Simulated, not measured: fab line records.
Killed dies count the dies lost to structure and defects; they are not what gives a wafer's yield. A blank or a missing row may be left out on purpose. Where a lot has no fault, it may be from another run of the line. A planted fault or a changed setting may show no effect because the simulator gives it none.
What tool caused it? || flow nand harc || 12 lots with 36 wafers sampled at 5 steps, on a route of 1159 steps

WHAT THE GAUGES SHOWED, per wafer
NHARC_A_SGD_CUT_THK_MEAS_22: measures by ellipsometry.
{"lot": "L104", "measured": "day 13 13:44", "on": "film metro-02", "thk nm (nm)": "150.0 149.2 146.8"}
{"lot": "L107", "measured": "day 14 08:32", "on": "film metro-01", "thk nm (nm)": "149.3 148.7 148.6"}
{"lot": "L108", "measured": "day 14 23:23", "on": "film metro-01", "thk nm (nm)": "146.8 146.6 147.8"}
{"lot": "L106", "measured": "day 14 23:23", "on": "film metro-01", "thk nm (nm)": "146.3 151.2 149.2"}
{"lot": "L111", "measured": "day 15 09:29", "on": "film metro-01", "thk nm (nm)": "147.6 150.4 146.0"}
{"lot": "L109", "measured": "day 15 09:29", "on": "film metro-02", "thk nm (nm)": "147.8 148.5 147.2"}
{"lot": "L114", "measured": "day 16 09:08", "on": "film metro-02", "thk nm (nm)": "146.7 149.4 145.2"}
{"lot": "L120", "measured": "day 17 21:26", "on": "film metro-02", "thk nm (nm)": "146.5 147.8 147.4"}
{"lot": "L121", "measured": "day 18 03:32", "on": "film metro-01", "thk nm (nm)": "149.0 146.3 148.5"}
{"lot": "L119", "measured": "day 18 03:32", "on": "film metro-02", "thk nm (nm)": "148.1 150.8 149.7"}
{"lot": "L124", "measured": "day 19 10:09", "on": "film metro-02", "thk nm (nm)": "147.6 147.3 147.5"}
{"lot": "L125", "measured": "day 19 23:46", "on": "film metro-02", "thk nm (nm)": "148.2 147.3 149.9"}

NHARC_A_SLIT_OVL_MEAS_10.
{"lot": "L104", "measured": "day 14 00:09", "on": "overlay-02", "overlay x nm (nm)": "0.4 0.6 0.8", "overlay y nm (nm)": "1.2 0.9 0.9"}
{"lot": "L107", "measured": "day 14 13:58", "on": "overlay-01", "overlay x nm (nm)": "0.2 -0.3 0.0", "overlay y nm (nm)": "-0.9 -0.6 -0.9"}
{"lot": "L108", "measured": "day 15 04:36", "on": "overlay-01", "overlay x nm (nm)": "-0.7 -1.1 -0.8", "overlay y nm (nm)": "-0.4 -0.3 0.3"}
{"lot": "L106", "measured": "day 15 04:26", "on": "overlay-01", "overlay x nm (nm)": "-0.8 -1.2 -1.4", "overlay y nm (nm)": "0.5 0.7 0.4"}
{"lot": "L111", "measured": "day 15 13:23", "on": "overlay-01", "overlay x nm (nm)": "-0.2 -0.7 -0.8", "overlay y nm (nm)": "-0.8 -0.3 -0.7"}
{"lot": "L109", "measured": "day 15 13:32", "on": "overlay-02", "overlay x nm (nm)": "0.9 0.2 0.9", "overlay y nm (nm)": "-0.6 -0.6 -0.8"}
{"lot": "L114", "measured": "day 16 12:41", "on": "overlay-01", "overlay x nm (nm)": "0.7 0.7 0.6", "overlay y nm (nm)": "0.8 1.2 1.3"}
{"lot": "L120", "measured": "day 18 02:44", "on": "overlay-02", "overlay x nm (nm)": "1.1 0.6 0.7", "overlay y nm (nm)": "-0.8 -0.7 0.4"}
{"lot": "L121", "measured": "day 18 08:05", "on": "overlay-02", "overlay x nm (nm)": "0.7 1.4 0.9", "overlay y nm (nm)": "0.1 0.6 0.1"}
{"lot": "L119", "measured": "day 18 09:16", "on": "overlay-02", "overlay x nm (nm)": "0.0 -0.3 -0.2", "overlay y nm (nm)": "-0.2 0.4 0.1"}
{"lot": "L124", "measured": "day 19 14:48", "on": "overlay-01", "overlay x nm (nm)": "1.3 1.1 0.8", "overlay y nm (nm)": "0.4 0.3 0.1"}
{"lot": "L125", "measured": "day 20 04:33", "on": "overlay-01", "overlay x nm (nm)": "0.5 0.6 0.9", "overlay y nm (nm)": "-0.2 0.1 0.0"}

NHARC_END_SORT_01.
{"lot": "L104", "measured": "day 19 12:34", "on": "prober-02", "killed at array": "14 13 23", "killed at other": "0 0 0", "killed at periphery": "4 2 2", "killed dies": "18 15 25", "killed open": "5 1 4", "killed short": "2 2 0"}
{"lot": "L107", "measured": "day 20 05:18", "on": "prober-01", "killed at array": "8 10 11", "killed at other": "1 2 0", "killed at periphery": "2 3 1", "killed dies": "11 15 12", "killed open": "2 3 4", "killed short": "2 3 1"}
{"lot": "L108", "measured": "day 20 05:04", "on": "prober-02", "killed at array": "43 30 43", "killed at other": "0 1 0", "killed at periphery": "4 8 4", "killed dies": "47 39 47", "killed open": "7 2 13", "killed short": "1 3 6"}
{"lot": "L106", "measured": "day 20 12:48", "on": "prober-02", "killed at array": "20 20 12", "killed at other": "0 0 0", "killed at periphery": "4 4 5", "killed dies": "24 24 17", "killed open": "1 3 2", "killed short": "1 2 0"}
{"lot": "L111", "measured": "day 21 03:53", "on": "prober-02", "killed at array": "7 7 7", "killed at other": "1 1 1", "killed at periphery": "3 0 2", "killed dies": "11 8 10", "killed open": "1 3 1", "killed short": "1 0 0"}
{"lot": "L109", "measured": "day 21 04:41", "on": "prober-01", "killed at array": "21 17 17", "killed at other": "1 0 1", "killed at periphery": "4 5 9", "killed dies": "26 22 27", "killed open": "3 5 2", "killed short": "1 1 0"}
{"lot": "L114", "measured": "day 21 19:29", "on": "prober-01", "killed at array": "26 23 17", "killed at other": "1 4 2", "killed at periphery": "4 8 4", "killed dies": "31 35 23", "killed open": "4 4 1", "killed short": "2 1 1"}
{"lot": "L120", "measured": "day 23 04:22", "on": "prober-01", "killed at array": "13 13 15", "killed at other": "0 0 0", "killed at periphery": "10 10 11", "killed dies": "23 23 26", "killed open": "1 1 2", "killed short": "0 2 3"}
{"lot": "L121", "measured": "day 23 20:19", "on": "prober-01", "killed at array": "36 33 673", "killed at other": "2 0 2", "killed at periphery": "2 3 2", "killed dies": "40 36 677", "killed open": "2 2 2", "killed short": "1 3 0"}
{"lot": "L119", "measured": "day 23 12:23", "on": "prober-02", "killed at array": "20 32 23", "killed at other": "2 2 3", "killed at periphery": "2 0 1", "killed dies": "24 34 27", "killed open": "4 1 2", "killed short": "1 1 3"}
{"lot": "L124", "measured": "day 24 07:19", "on": "prober-01", "killed at array": "28 33 24", "killed at other": "0 0 1", "killed at periphery": "2 8 3", "killed dies": "30 41 28", "killed open": "4 3 1", "killed short": "3 1 2"}
{"lot": "L125", "measured": "day 24 21:12", "on": "prober-01", "killed at array": "14 13 14", "killed at other": "0 0 0", "killed at periphery": "8 4 8", "killed dies": "22 17 22", "killed open": "4 5 4", "killed short": "0 2 3"}

WHAT TOOL EACH LOT RAN ON (gives the tool, then ch and the chambers of the sampled wafers, and finally the start)
{"lot": "L104", "NHARC_A_SGD_CUT_ETCH_15": "rie diel-06 ch 1,2,3, day 13 13:44 or earlier", "NHARC_A_SLIT_ETCH_15": "rie diel-13 ch 0,1,3, day 14 00:25"}
{"lot": "L107", "NHARC_A_SGD_CUT_ETCH_15": "rie diel-02 ch 0,2, day 14 08:32 or earlier", "NHARC_A_SLIT_ETCH_15": "rie diel-07 ch 0,1,3, day 14 14:14"}
{"lot": "L108", "NHARC_A_SGD_CUT_ETCH_15": "rie diel-06 ch 0,1,2, day 14 23:23 or earlier", "NHARC_A_SLIT_ETCH_15": "rie diel-10 ch 0,2,3, day 15 04:52"}
{"lot": "L106", "NHARC_A_SGD_CUT_ETCH_15": "rie diel-06 ch 0,2, day 14 23:23 or earlier", "NHARC_A_SLIT_ETCH_15": "rie diel-13 ch 0,2, day 15 04:47"}
{"lot": "L111", "NHARC_A_SGD_CUT_ETCH_15": "rie diel-02 ch 1,2,3, day 15 09:29 or earlier", "NHARC_A_SLIT_ETCH_15": "rie diel-13 ch 0,2,3, day 15 13:41"}
{"lot": "L109", "NHARC_A_SGD_CUT_ETCH_15": "rie diel-06 ch 1,2,3, day 15 09:29 or earlier", "NHARC_A_SLIT_ETCH_15": "rie diel-13 ch 0,1,2, day 15 14:12"}
{"lot": "L114", "NHARC_A_SGD_CUT_ETCH_15": "rie diel-06 ch 0,3, day 16 09:08 or earlier", "NHARC_A_SLIT_ETCH_15": "rie diel-07 ch 1,2,3, day 16 12:58"}
{"lot": "L120", "NHARC_A_SGD_CUT_ETCH_15": "rie diel-02 ch 0,1, day 17 21:26 or earlier", "NHARC_A_SLIT_ETCH_15": "rie diel-10 ch 1,2, day 18 03:04"}
{"lot": "L121", "NHARC_A_SGD_CUT_ETCH_15": "rie diel-06 ch 0,2, day 18 03:32 or earlier", "NHARC_A_SLIT_ETCH_15": "rie diel-13 ch 0,1,3, day 18 08:22"}
{"lot": "L119", "NHARC_A_SGD_CUT_ETCH_15": "rie diel-06 ch 0,1,3, day 18 03:32 or earlier", "NHARC_A_SLIT_ETCH_15": "rie diel-07 ch 1,2,3, day 18 09:40"}
{"lot": "L124", "NHARC_A_SGD_CUT_ETCH_15": "rie diel-06 ch 0,3, day 19 10:09 or earlier", "NHARC_A_SLIT_ETCH_15": "rie diel-10 ch 1,2, day 19 15:04"}
{"lot": "L125", "NHARC_A_SGD_CUT_ETCH_15": "rie diel-02 ch 1,3, day 19 23:46 or earlier", "NHARC_A_SLIT_ETCH_15": "rie diel-07 ch 0,1,3, day 20 04:56"}
- NHARC_A_SGD_CUT_ETCH_15: etches the open film in CH3F/O2, target depth 75 nm, time 64.3 s.
- NHARC_A_SLIT_ETCH_15: etches the open film in O2/COS, target depth 3200 nm, time 832 s.

WHAT THE TOOLS THEMSELVES READ (means of the sampled wafers that have a number; where no wafer has one, the mark that the record gives instead)
NHARC_A_SGD_CUT_ETCH_15.
{"lot": "L104", "tool": "rie diel-06", "drypump motor current A (A)": 5.5, "oes product au (a.u.)": 0.975, "rf vpp V (V)": 264.5, "run length s (s)": 85.2, "showerhead plenum p Torr (Torr)": 2.51, "throttle valve pct (%)": 20.660}
{"lot": "L107", "tool": "rie diel-02", "drypump motor current A (A)": 5.8, "oes product au (a.u.)": 0.973, "rf vpp V (V)": 264.0, "run length s (s)": 86.5, "showerhead plenum p Torr (Torr)": 2.51, "throttle valve pct (%)": 20.666}
{"lot": "L108", "tool": "rie diel-06", "drypump motor current A (A)": 5.5, "oes product au (a.u.)": 0.975, "rf vpp V (V)": 263.0, "run length s (s)": 85.4, "showerhead plenum p Torr (Torr)": 2.46, "throttle valve pct (%)": 20.658}
{"lot": "L106", "tool": "rie diel-06", "drypump motor current A (A)": 5.6, "oes product au (a.u.)": 0.981, "rf vpp V (V)": 263.0, "run length s (s)": 85.2, "showerhead plenum p Torr (Torr)": 2.40, "throttle valve pct (%)": 20.667}
{"lot": "L111", "tool": "rie diel-02", "drypump motor current A (A)": 6.0, "oes product au (a.u.)": 0.970, "rf vpp V (V)": 264.4, "run length s (s)": 85.8, "showerhead plenum p Torr (Torr)": 2.56, "throttle valve pct (%)": 20.661}
{"lot": "L109", "tool": "rie diel-06", "drypump motor current A (A)": 5.4, "oes product au (a.u.)": 0.990, "rf vpp V (V)": 265.7, "run length s (s)": 85.3, "showerhead plenum p Torr (Torr)": 2.51, "throttle valve pct (%)": 20.655}
{"lot": "L114", "tool": "rie diel-06", "drypump motor current A (A)": 5.8, "oes product au (a.u.)": 0.967, "rf vpp V (V)": 264.3, "run length s (s)": 84.9, "showerhead plenum p Torr (Torr)": 2.45, "throttle valve pct (%)": 20.669}
{"lot": "L120", "tool": "rie diel-02", "drypump motor current A (A)": 5.1, "oes product au (a.u.)": 0.978, "rf vpp V (V)": 264.5, "run length s (s)": 85.8, "showerhead plenum p Torr (Torr)": 2.47, "throttle valve pct (%)": 20.669}
{"lot": "L121", "tool": "rie diel-06", "drypump motor current A (A)": 5.6, "oes product au (a.u.)": 0.980, "rf vpp V (V)": 262.6, "run length s (s)": 85.1, "showerhead plenum p Torr (Torr)": 2.40, "throttle valve pct (%)": 20.661}
{"lot": "L119", "tool": "rie diel-06", "drypump motor current A (A)": 5.6, "oes product au (a.u.)": 0.950, "rf vpp V (V)": 263.7, "run length s (s)": 85.5, "showerhead plenum p Torr (Torr)": 2.45, "throttle valve pct (%)": 20.664}
{"lot": "L124", "tool": "rie diel-06", "drypump motor current A (A)": 5.9, "oes product au (a.u.)": 0.974, "rf vpp V (V)": 263.6, "run length s (s)": 85.0, "showerhead plenum p Torr (Torr)": 2.45, "throttle valve pct (%)": 20.663}
{"lot": "L125", "tool": "rie diel-02", "drypump motor current A (A)": 5.7, "oes product au (a.u.)": 0.966, "rf vpp V (V)": 265.0, "run length s (s)": 85.5, "showerhead plenum p Torr (Torr)": 2.54, "throttle valve pct (%)": 20.657}

NHARC_A_SLIT_ETCH_15.
{"lot": "L104", "tool": "rie diel-13", "drypump motor current A (A)": 6.0, "oes product au (a.u.)": 0.993, "rf vpp V (V)": 315.0, "run length s (s)": 853.8, "showerhead plenum p Torr (Torr)": 3.16, "throttle valve pct (%)": 28.329}
{"lot": "L107", "tool": "rie diel-07", "drypump motor current A (A)": 6.4, "oes product au (a.u.)": 0.992, "rf vpp V (V)": 313.1, "run length s (s)": 853.5, "showerhead plenum p Torr (Torr)": 3.06, "throttle valve pct (%)": 28.340}
{"lot": "L108", "tool": "rie diel-10", "drypump motor current A (A)": 6.1, "oes product au (a.u.)": 0.993, "rf vpp V (V)": 314.5, "run length s (s)": 852.9, "showerhead plenum p Torr (Torr)": 3.12, "throttle valve pct (%)": 28.324}
{"lot": "L106", "tool": "rie diel-13", "drypump motor current A (A)": 5.4, "oes product au (a.u.)": 0.985, "rf vpp V (V)": 315.5, "run length s (s)": 853.6, "showerhead plenum p Torr (Torr)": 3.23, "throttle valve pct (%)": 28.329}
{"lot": "L111", "tool": "rie diel-13", "drypump motor current A (A)": 5.7, "oes product au (a.u.)": 0.993, "rf vpp V (V)": 314.7, "run length s (s)": 853.9, "showerhead plenum p Torr (Torr)": 3.15, "throttle valve pct (%)": 28.329}
{"lot": "L109", "tool": "rie diel-13", "drypump motor current A (A)": 5.7, "oes product au (a.u.)": 0.992, "rf vpp V (V)": 317.4, "run length s (s)": 853.5, "showerhead plenum p Torr (Torr)": 3.28, "throttle valve pct (%)": 28.330}
{"lot": "L114", "tool": "rie diel-07", "drypump motor current A (A)": 6.1, "oes product au (a.u.)": 1.003, "rf vpp V (V)": 315.2, "run length s (s)": 853.7, "showerhead plenum p Torr (Torr)": 3.15, "throttle valve pct (%)": 28.338}
{"lot": "L120", "tool": "rie diel-10", "drypump motor current A (A)": 5.5, "oes product au (a.u.)": 1.007, "rf vpp V (V)": 315.0, "run length s (s)": 853.0, "showerhead plenum p Torr (Torr)": 3.24, "throttle valve pct (%)": 28.328}
{"lot": "L121", "tool": "rie diel-13", "drypump motor current A (A)": 6.0, "oes product au (a.u.)": 0.996, "rf vpp V (V)": 314.6, "run length s (s)": 767.0, "showerhead plenum p Torr (Torr)": 3.16, "throttle valve pct (%)": 28.319}
{"lot": "L119", "tool": "rie diel-07", "drypump motor current A (A)": 6.1, "oes product au (a.u.)": 0.994, "rf vpp V (V)": 315.4, "run length s (s)": 853.4, "showerhead plenum p Torr (Torr)": 3.15, "throttle valve pct (%)": 28.326}
{"lot": "L124", "tool": "rie diel-10", "drypump motor current A (A)": 5.5, "oes product au (a.u.)": 1.012, "rf vpp V (V)": 316.5, "run length s (s)": 853.0, "showerhead plenum p Torr (Torr)": 3.24, "throttle valve pct (%)": 28.324}
{"lot": "L125", "tool": "rie diel-07", "drypump motor current A (A)": 6.4, "oes product au (a.u.)": 0.982, "rf vpp V (V)": 312.8, "run length s (s)": 853.6, "showerhead plenum p Torr (Torr)": 3.05, "throttle valve pct (%)": 28.321}

THE ANSWER, worked out from the rows above alone
Rule: the usual values come from the lots themselves. The widest of any qualifying gaps counts: lots, ordered by their means at a reading, are off when they make up no more than a third of the lots, leave a main group of 4 or more, and stand apart from it by 3 or more times the standard deviation of that group's means. A main group whose means are all the same, to the digits that the tables above print for the reading, isn't used. A lot without any number at a reading at which 4 lots or more have one is off too. Where the step has rows for the other lots, those lots are counted as sound. Order of review: gauges by route order, followed by the tools' own readings, for which a lot's mean as printed above is used. The first step at which some lot is off is used, and at that step the reading that is off furthest; a lot without a number counts as furthest.
Off: L121, at NHARC_END_SORT_01 (killed at array). The main group: mean 19, standard deviation 8.6.
If a tool, at a process step before that reading, ran all the lots that are off and no sound lot after the first of them, it fits. Not tried: the gauges at NHARC_END_SORT_01; whatever is off there is also off at NHARC_A_SLIT_ETCH_15, on other tools, and gauge error can't account for it. NHARC_A_SGD_CUT_ETCH_15: start missing for some lots; hours and lot order therefore follow NHARC_A_SGD_CUT_THK_MEAS_22. One candidate fits, namely rie diel-13 at NHARC_A_SLIT_ETCH_15. A fault onset in the window from L109 (day 15 14:12, its last sound lot) to L121 (day 18 08:22, its first lot off) fits.
On the lots that are off, the tool's own readings at NHARC_A_SLIT_ETCH_15 differ by more than 5 times the standard deviation of the sound lots' means, which bears it out; run length s reads 767.0 s there versus 853.4 s on the sound lots.

WHAT THE SIMULATOR HAD INSERTED
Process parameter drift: rie diel-13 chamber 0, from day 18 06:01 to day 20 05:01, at NHARC_A_SLIT_ETCH_15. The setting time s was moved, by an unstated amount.
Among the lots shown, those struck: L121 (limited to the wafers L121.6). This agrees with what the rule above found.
